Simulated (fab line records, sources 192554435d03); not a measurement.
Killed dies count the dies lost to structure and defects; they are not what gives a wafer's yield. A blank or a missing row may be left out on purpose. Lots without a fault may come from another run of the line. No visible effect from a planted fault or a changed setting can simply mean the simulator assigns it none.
Split-lot trial || flow n5Finfet || route with 1938 steps; 7 lots, 21 wafers read

== SPLIT DETAILS ==
At N5_PASSIVATION_ETCH_59 (etches TaN in Cl2/BCl3, target depth 65 nm, time 34.9 s), the setting timeS was moved away from the recipe's 34.9 s on 7 of the 21 wafers read, by -21.7% to +9.5%. All remaining wafers had this setting at the recipe value.

The reading is taken at the split's own step.

== THE READING ==
etch.depthNm (the simulator's own value, which no gauge read), in nm, at N5_PASSIVATION_ETCH_59 (etches TaN in Cl2/BCl3, target depth 65 nm, time 34.9 s). The file gives no usual value for it. Here, 14 wafers ran the recipe; their average is 65.98 nm with a standard deviation of 1.5 nm.

{"wafer": "L075.3", "tool, chamber at the split": "rieMetal-03, 0", "timeS as run, s": 34.9, "against the recipe": "recipe", "etch.depthNm, nm": 65.26, "against lot-mates on the recipe": "-"}
{"wafer": "L075.4", "tool, chamber at the split": "rieMetal-03, 1", "timeS as run, s": 34.9, "against the recipe": "recipe", "etch.depthNm, nm": 64.77, "against lot-mates on the recipe": "-"}
{"wafer": "L075.6", "tool, chamber at the split": "rieMetal-03, 0", "timeS as run, s": 34.9, "against the recipe": "recipe", "etch.depthNm, nm": 65.43, "against lot-mates on the recipe": "-"}
{"wafer": "L074.2", "tool, chamber at the split": "rieMetal-01, 0", "timeS as run, s": 34.9, "against the recipe": "recipe", "etch.depthNm, nm": 64.1, "against lot-mates on the recipe": "-"}
{"wafer": "L074.3", "tool, chamber at the split": "rieMetal-01, 1", "timeS as run, s": 38.2, "against the recipe": "+9.5%", "etch.depthNm, nm": 73.59, "against lot-mates on the recipe": "+9.49"}
{"wafer": "L074.6", "tool, chamber at the split": "rieMetal-01, 0", "timeS as run, s": 38.2, "against the recipe": "+9.5%", "etch.depthNm, nm": 70.64, "against lot-mates on the recipe": "+6.54"}
{"wafer": "L083.3", "tool, chamber at the split": "rieMetal-03, 1", "timeS as run, s": 28.83, "against the recipe": "-17.4%", "etch.depthNm, nm": 53.03, "against lot-mates on the recipe": -12.58}
{"wafer": "L083.4", "tool, chamber at the split": "rieMetal-03, 0", "timeS as run, s": 34.9, "against the recipe": "recipe", "etch.depthNm, nm": 65.61, "against lot-mates on the recipe": "-"}
{"wafer": "L083.5", "tool, chamber at the split": "rieMetal-03, 1", "timeS as run, s": 28.83, "against the recipe": "-17.4%", "etch.depthNm, nm": 53.22, "against lot-mates on the recipe": -12.39}
{"wafer": "L087.4", "tool, chamber at the split": "rieMetal-01, 1", "timeS as run, s": 27.34, "against the recipe": "-21.7%", "etch.depthNm, nm": 53.35, "against lot-mates on the recipe": -13.01}
{"wafer": "L087.5", "tool, chamber at the split": "rieMetal-01, 1", "timeS as run, s": 34.9, "against the recipe": "recipe", "etch.depthNm, nm": 68.17, "against lot-mates on the recipe": "-"}
{"wafer": "L087.6", "tool, chamber at the split": "rieMetal-01, 0", "timeS as run, s": 34.9, "against the recipe": "recipe", "etch.depthNm, nm": 64.55, "against lot-mates on the recipe": "-"}
{"wafer": "L086.1", "tool, chamber at the split": "rieMetal-01, 1", "timeS as run, s": 34.9, "against the recipe": "recipe", "etch.depthNm, nm": 67.6, "against lot-mates on the recipe": "-"}
{"wafer": "L086.2", "tool, chamber at the split": "rieMetal-01, 0", "timeS as run, s": 37.54, "against the recipe": "+7.6%", "etch.depthNm, nm": 68.1, "against lot-mates on the recipe": "+0.73"}
{"wafer": "L086.4", "tool, chamber at the split": "rieMetal-01, 1", "timeS as run, s": 34.9, "against the recipe": "recipe", "etch.depthNm, nm": 67.13, "against lot-mates on the recipe": "-"}
{"wafer": "L091.2", "tool, chamber at the split": "rieMetal-02, 1", "timeS as run, s": 34.9, "against the recipe": "recipe", "etch.depthNm, nm": 68.33, "against lot-mates on the recipe": "-"}
{"wafer": "L091.3", "tool, chamber at the split": "rieMetal-02, 0", "timeS as run, s": 34.9, "against the recipe": "recipe", "etch.depthNm, nm": 65.59, "against lot-mates on the recipe": "-"}
{"wafer": "L091.5", "tool, chamber at the split": "rieMetal-02, 0", "timeS as run, s": 28.44, "against the recipe": "-18.5%", "etch.depthNm, nm": 52.86, "against lot-mates on the recipe": -14.10}
{"wafer": "L093.3", "tool, chamber at the split": "rieMetal-02, 0", "timeS as run, s": 34.9, "against the recipe": "recipe", "etch.depthNm, nm": 64.59, "against lot-mates on the recipe": "-"}
{"wafer": "L093.5", "tool, chamber at the split": "rieMetal-02, 0", "timeS as run, s": 34.9, "against the recipe": "recipe", "etch.depthNm, nm": 64.54, "against lot-mates on the recipe": "-"}
{"wafer": "L093.6", "tool, chamber at the split": "rieMetal-02, 1", "timeS as run, s": 34.9, "against the recipe": "recipe", "etch.depthNm, nm": 68.1, "against lot-mates on the recipe": "-"}

FIT RESULTS
A straight line over all 21 wafers: etch.depthNm changes by +0.656 nm for each +1% of timeS; r = +0.96; the points scatter about the line by 1.6 nm.
The same after taking each lot's own level away (the mean of its wafers on the recipe; 21 wafers): +0.683 nm for each +1%; r = +0.96; scatter 1.7 nm.
According to that fit, moving timeS by its largest amount changes the reading by 15 nm.
The lots' own levels span 64.100 to 67.365 nm, that is 2.2 times the standard deviation above.
So the lot-to-lot level changes the slope little: the two slopes agree.
Check: -15.7 nm against its lot-mates is what the line predicts for one of the wafers moved furthest among these (-21.7%) when that wafer is left out of the fit. Against them it came out at -13 nm.

== THE OTHER SPLITS THESE WAFERS WENT THROUGH ==
Other splits were also applied to these wafers ahead of the reading. Each is held against what the fit with the lots' levels taken away leaves over:
{"other split on the same wafers": "N5_BEOL_M15_EXPOSE_07 doseMj", "wafers away from the commonest value": 9, "r with etch.depthNm (lot level and that fit taken away)": -0.11}
{"other split on the same wafers": "N5_PASSIVATION_PECVD_55 timeS", "wafers away from the commonest value": 7, "r with etch.depthNm (lot level and that fit taken away)": -0.05}
{"other split on the same wafers": "N5_PASSIVATION_EXPOSE_07 doseMj", "wafers away from the commonest value": 3, "r with etch.depthNm (lot level and that fit taken away)": "+0.31"}
{"other split on the same wafers": "N5_PASSIVATION_EXPOSE_27 doseMj", "wafers away from the commonest value": 7, "r with etch.depthNm (lot level and that fit taken away)": "+0.01"}

== FILE'S OWN FIT ==
etch.depthNm changes by +0.667 nm for each +1% of timeS, r = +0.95.
